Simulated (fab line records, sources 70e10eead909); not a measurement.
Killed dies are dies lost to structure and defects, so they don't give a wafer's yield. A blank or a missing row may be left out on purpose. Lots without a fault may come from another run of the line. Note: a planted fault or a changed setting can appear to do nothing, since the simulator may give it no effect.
Which of the tools did it? | flow nandHarc | 24 lots, 72 wafers sampled, at 3 steps of a route of 1302

## WHAT THE GAUGES READ, wafer by wafer
NHARC_A_SLIT_INSPECT_11. Usual: rawDefectCount at 60, with a standard deviation of 34.
lot  | measured     | on               | rawDefectCount | flag
L074 | day 19 09:37 | defectInspect-02 | 118 111 121    | 
L075 | day 20 07:03 | defectInspect-01 | 22 20 20       | 
L076 | day 20 20:05 | defectInspect-02 | 69 54 62       | 
L077 | day 20 20:14 | defectInspect-01 | 65 53 56       | 
L078 | day 21 09:55 | defectInspect-02 | 66 65 74       | 
L079 | day 22 03:14 | defectInspect-02 | 21 21 12       | 
L081 | day 22 07:50 | defectInspect-01 | 56 70 74       | 
L080 | day 22 07:59 | defectInspect-02 | 110 107 119    | 
L083 | day 22 20:25 | defectInspect-02 | 127 137 113    | 
L082 | day 22 19:56 | defectInspect-02 | 28 27 23       | 
L084 | day 23 14:22 | defectInspect-02 | 96 75 79       | 
L085 | day 23 21:50 | defectInspect-02 | 98 81 73       | 
L086 | day 24 20:19 | defectInspect-02 | 13 17 18       | 
L087 | day 25 08:55 | defectInspect-02 | 105 104 105    | 
L088 | day 25 21:11 | defectInspect-01 | 25 10 14       | 
L089 | day 25 21:22 | defectInspect-01 | 98 94 85       | 
L091 | day 26 07:38 | defectInspect-01 | 55 50 48       | 
L090 | day 26 07:19 | defectInspect-01 | 58 63 47       | 
L093 | day 28 03:56 | defectInspect-01 | 33 29 32       | 
L092 | day 28 04:37 | defectInspect-01 | 16 18 25       | 
L094 | day 28 08:17 | defectInspect-02 | 71 48 73       | 
L095 | day 28 21:41 | defectInspect-01 | 21 13 15       | 
L096 | day 29 13:10 | defectInspect-02 | 36 33 35       | 
L097 | day 29 14:16 | defectInspect-02 | 92 92 81       | 

## WHICH TOOL RAN EACH LOT (tool, then ch and the chambers of the sampled wafers, then the start)
lot  | NHARC_A_STAIRCASE_STRIP_446         | NHARC_A_STAIRCASE_ETCHBACK_422
L074 | plasmaAsher-01 ch 0,1, day 18 21:05 | rieDiel-11 ch 0,2, day 18 22:27
L075 | plasmaAsher-01 ch 0,1, day 19 13:52 | rieDiel-02 ch 0,2,3, day 19 15:09
L076 | plasmaAsher-02 ch 0,1, day 20 04:19 | rieDiel-11 ch 0,1,2, day 20 05:38
L077 | plasmaAsher-01 ch 0,1, day 20 04:25 | rieDiel-11 ch 0,2,3, day 20 05:46
L078 | plasmaAsher-01 ch 0,1, day 20 15:41 | rieDiel-13 ch 1,2,3, day 20 16:56
L079 | plasmaAsher-01 ch 0,1, day 21 05:43 | rieDiel-11 ch 0,2, day 21 07:01
L081 | plasmaAsher-02 ch 0,1, day 21 16:43 | rieDiel-11 ch 1,2, day 21 17:57
L080 | plasmaAsher-01 ch 1, day 21 16:48   | rieDiel-13 ch 2,3, day 21 18:08
L083 | plasmaAsher-02 ch 0,1, day 22 05:12 | rieDiel-13 ch 2,3, day 22 06:26
L082 | plasmaAsher-02 ch 0,1, day 22 05:29 | rieDiel-02 ch 0,1,3, day 22 06:46
L084 | plasmaAsher-02 ch 0,1, day 22 20:54 | rieDiel-02 ch 0,1, day 22 22:14
L085 | plasmaAsher-02 ch 0,1, day 23 06:32 | rieDiel-02 ch 2,3, day 23 07:53
L086 | plasmaAsher-01 ch 0,1, day 24 01:18 | rieDiel-02 ch 0,1,2, day 24 02:37
L087 | plasmaAsher-02 ch 0, day 24 15:19   | rieDiel-02 ch 1,2,3, day 24 16:37
L088 | plasmaAsher-02 ch 0,1, day 25 05:53 | rieDiel-11 ch 0,2,3, day 25 07:14
L089 | plasmaAsher-01 ch 0,1, day 25 06:50 | rieDiel-02 ch 0,1,3, day 25 08:10
L091 | plasmaAsher-01 ch 0,1, day 25 14:43 | rieDiel-13 ch 0,1,2, day 25 16:04
L090 | plasmaAsher-01 ch 0,1, day 25 15:58 | rieDiel-02 ch 0,1,3, day 25 17:18
L093 | plasmaAsher-02 ch 0, day 27 09:04   | rieDiel-13 ch 0,2, day 27 10:25
L092 | plasmaAsher-02 ch 0,1, day 27 09:26 | rieDiel-02 ch 0,2, day 27 10:47
L094 | plasmaAsher-01 ch 0,1, day 27 12:19 | rieDiel-13 ch 0,1,2, day 27 13:32
L095 | plasmaAsher-01 ch 0,1, day 28 06:16 | rieDiel-02 ch 0,2,3, day 28 07:37
L096 | plasmaAsher-01 ch 0,1, day 28 21:08 | rieDiel-02 ch 0,2,3, day 28 22:28
L097 | plasmaAsher-01 ch 0,1, day 28 21:37 | rieDiel-02 ch 0,2, day 28 22:55
- NHARC_A_STAIRCASE_STRIP_446: strips in O2.
- NHARC_A_STAIRCASE_ETCHBACK_422: etches the open film in CH3F/O2, target depth 40 nm, time 74.286 s.

## WHAT THE TOOLS THEMSELVES READ (means of the sampled wafers that have a number; where no wafer has one, the mark that the record gives instead)
NHARC_A_STAIRCASE_STRIP_446. Usual: drypumpMotorCurrentA 5.8 A, standard deviation 0.61; heaterPowerW 318 W, standard deviation 35.
lot  | tool           | drypumpMotorCurrentA (A) | heaterPowerW (W) | flag
L074 | plasmaAsher-01 | 6.3                      | 356              | 
L075 | plasmaAsher-01 | 6.2                      | 349              | 
L076 | plasmaAsher-02 | 5.3                      | 286              | 
L077 | plasmaAsher-01 | 6.2                      | 353              | 
L078 | plasmaAsher-01 | 6.3                      | 348              | 
L079 | plasmaAsher-01 | 6.2                      | 350              | 
L081 | plasmaAsher-02 | 5.0                      | 276              | 
L080 | plasmaAsher-01 | 6.1                      | 360              | 
L083 | plasmaAsher-02 | 5.3                      | 274              | 
L082 | plasmaAsher-02 | 5.3                      | 280              | 
L084 | plasmaAsher-02 | 5.3                      | 276              | 
L085 | plasmaAsher-02 | 5.3                      | 278              | 
L086 | plasmaAsher-01 | 6.3                      | 343              | 
L087 | plasmaAsher-02 | 4.7                      | 275              | 
L088 | plasmaAsher-02 | 5.3                      | 274              | 
L089 | plasmaAsher-01 | 6.2                      | 344              | 
L091 | plasmaAsher-01 | 6.2                      | 343              | 
L090 | plasmaAsher-01 | 6.2                      | 343              | 
L093 | plasmaAsher-02 | 4.7                      | 281              | 
L092 | plasmaAsher-02 | 5.0                      | 275              | 
L094 | plasmaAsher-01 | 6.2                      | 345              | 
L095 | plasmaAsher-01 | 6.3                      | 344              | 
L096 | plasmaAsher-01 | 6.2                      | 349              | 
L097 | plasmaAsher-01 | 6.3                      | 346              | 

NHARC_A_STAIRCASE_ETCHBACK_422. Usual: drypumpMotorCurrentA 5.7 A, standard deviation 0.53; oesProductAu 0.96 a.u., standard deviation 0.034; rfVppV 243.9 V, standard deviation 1.3; showerheadPlenumPTorr 2.43 Torr, standard deviation 0.065; throttleValvePct 20.663 %, standard deviation 0.0092.
lot  | tool       | drypumpMotorCurrentA (A) | oesProductAu (a.u.) | rfVppV (V) | showerheadPlenumPTorr (Torr) | throttleValvePct (%) | flag
L074 | rieDiel-11 | 6.2                      | 0.99                | 243.6      | 2.41                         | 20.659               | 
L075 | rieDiel-02 | 5.5                      | 1.00                | 244.9      | 2.44                         | 20.666               | 
L076 | rieDiel-11 | 5.9                      | 1.00                | 245.2      | 2.45                         | 20.664               | 
L077 | rieDiel-11 | 6.0                      | 1.00                | 242.8      | 2.39                         | 20.664               | 
L078 | rieDiel-13 | 5.6                      | 0.93                | 244.2      | 2.42                         | 20.658               | 
L079 | rieDiel-11 | 6.2                      | 0.98                | 243.3      | 2.41                         | 20.660               | 
L081 | rieDiel-11 | 5.6                      | 1.00                | 244.5      | 2.48                         | 20.656               | 
L080 | rieDiel-13 | 5.4                      | 0.94                | 245.2      | 2.45                         | 20.661               | 
L083 | rieDiel-13 | 5.4                      | 0.94                | 244.4      | 2.45                         | 20.670               | 
L082 | rieDiel-02 | 5.5                      | 0.93                | 243.9      | 2.46                         | 20.664               | 
L084 | rieDiel-02 | 5.5                      | 0.93                | 244.2      | 2.48                         | 20.657               | 
L085 | rieDiel-02 | 5.6                      | 0.99                | 243.7      | 2.40                         | 20.667               | 
L086 | rieDiel-02 | 5.9                      | 0.92                | 244.5      | 2.45                         | 20.659               | 
L087 | rieDiel-02 | 5.9                      | 0.96                | 242.8      | 2.43                         | 20.663               | 
L088 | rieDiel-11 | 6.1                      | 0.98                | 243.3      | 2.37                         | 20.653               | 
L089 | rieDiel-02 | 5.5                      | 1.00                | 244.5      | 2.45                         | 20.665               | 
L091 | rieDiel-13 | 5.4                      | 0.92                | 244.3      | 2.43                         | 20.664               | 
L090 | rieDiel-02 | 5.5                      | 1.00                | 245.4      | 2.45                         | 20.669               | 
L093 | rieDiel-13 | 5.4                      | 0.91                | 244.5      | 2.50                         | 20.665               | 
L092 | rieDiel-02 | 5.5                      | 0.98                | 244.4      | 2.43                         | 20.661               | 
L094 | rieDiel-13 | 5.4                      | 0.92                | 243.4      | 2.42                         | 20.661               | 
L095 | rieDiel-02 | 5.5                      | 0.95                | 243.8      | 2.41                         | 20.658               | 
L096 | rieDiel-02 | 5.5                      | 0.98                | 244.1      | 2.41                         | 20.659               | 
L097 | rieDiel-02 | 5.9                      | 0.94                | 243.9      | 2.41                         | 20.659               | 

## THE ANSWER, worked out from the rows above alone
Rule: a lot is off if the mean of its wafers that have a number lies more than 3 standard deviations from the usual mean. Also off: a lot with no number at a reading for which 4 or more lots have one. Any other lot the step has rows for is counted as sound. Order of review: gauges by route order, followed by the tools' own readings, for which a lot's mean as printed above is used. At the first step where some lot is off, the reading lying furthest off is the one used; lots without a number count as furthest.
Nothing can be told from this: no lot is off at any reading shown.

## WHAT HAD BEEN PUT IN BY THE SIMULATOR
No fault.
